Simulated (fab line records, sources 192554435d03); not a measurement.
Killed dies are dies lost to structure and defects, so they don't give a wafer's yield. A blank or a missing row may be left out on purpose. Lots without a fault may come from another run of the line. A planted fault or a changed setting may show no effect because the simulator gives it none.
Chamber matching | flow n5_finfet | N5_BEOL_M2_ILD_DEP_00 on pecvd-02: 3 sister chambers
The step deposits SiOC from DEMS/O2, target thk 79 nm, time 15.3 s. 14 wafers are shown with their chamber, then 7 later ones without.

WAFERS WITH THEIR CHAMBER
wafer  | chamber | throttle_valve_pct (%) | chamber_pressure_Torr (Torr) | heater_power_w (W)
L085.3 | 2       | 10.9                   | 5.004                        | 474
L085.5 | 2       | 11.1                   | 5.001                        | 454
L085.6 | 1       | 12.7                   | 4.992                        | 428
L087.1 | 2       | 11.2                   | 5.009                        | 443
L087.2 | 1       | 12.4                   | 4.982                        | 430
L087.5 | 1       | 12.7                   | 4.995                        | 428
L088.1 | 1       | 12.7                   | 5.002                        | 431
L088.5 | 1       | 12.4                   | 5.000                        | 436
L088.6 | 0       | 11.6                   | 5.007                        | 462
L086.2 | 0       | 11.5                   | 5.015                        | 446
L086.3 | 2       | 11.2                   | 5.012                        | 423
L086.6 | 0       | 11.7                   | 5.003                        | 450
L090.1 | 1       | 12.3                   | 5.004                        | 437
L090.4 | 1       | 12.7                   | 4.997                        | 344

SIGNATURES (means of the wafers above)
reading               | chamber 0 | chamber 1 | chamber 2 | scatter within a chamber
throttle_valve_pct    | 11.600    | 12.557    | 11.100    | 0.159
chamber_pressure_Torr | 5.00833   | 4.99600   | 5.00650   | 0.00659
heater_power_w        | 452.67    | 419.14    | 448.50    | 27.2
Rule: a wafer's distance from a chamber is the root of the sum, over the readings, of the square of ((its reading less the chamber's mean) divided by the reading's scatter). The wafer belongs to the nearest chamber; if the next one is less than 2 further off, it can't be placed. The scatter: the root of (the sum of the squares of (reading less its chamber's mean) over the shown wafers, divided by (wafers less chambers)).

WAFERS WITHOUT THEIR CHAMBER
wafer  | throttle_valve_pct (%) | chamber_pressure_Torr (Torr) | heater_power_w (W)
L090.5 | 11.9                   | 5.013                        | 407
L092.2 | 12.6                   | 5.003                        | 430
L092.3 | 11.3                   | 4.979                        | 487
L092.6 | 10.8                   | 4.982                        | 480
L094.2 | 11.8                   | 5.012                        | 379
L094.3 | 11.3                   | 5.024                        | 388
L094.4 | 11.4                   | 4.985                        | 384

WHICH CHAMBER EACH WENT THROUGH
wafer  | from the rows above     | in truth
L090.5 | 0                       | 0
L092.2 | 1                       | 1
L092.3 | can't be placed: 2 or 0 | 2
L092.6 | 2                       | 2
L094.2 | 0                       | 0
L094.3 | can't be placed: 2 or 0 | 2
L094.4 | can't be placed: 2 or 0 | 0
Placed correctly: 4 of 7. Can't be placed from these rows: 3 (the true chamber is among the candidates in 3). Placed wrongly: 0.
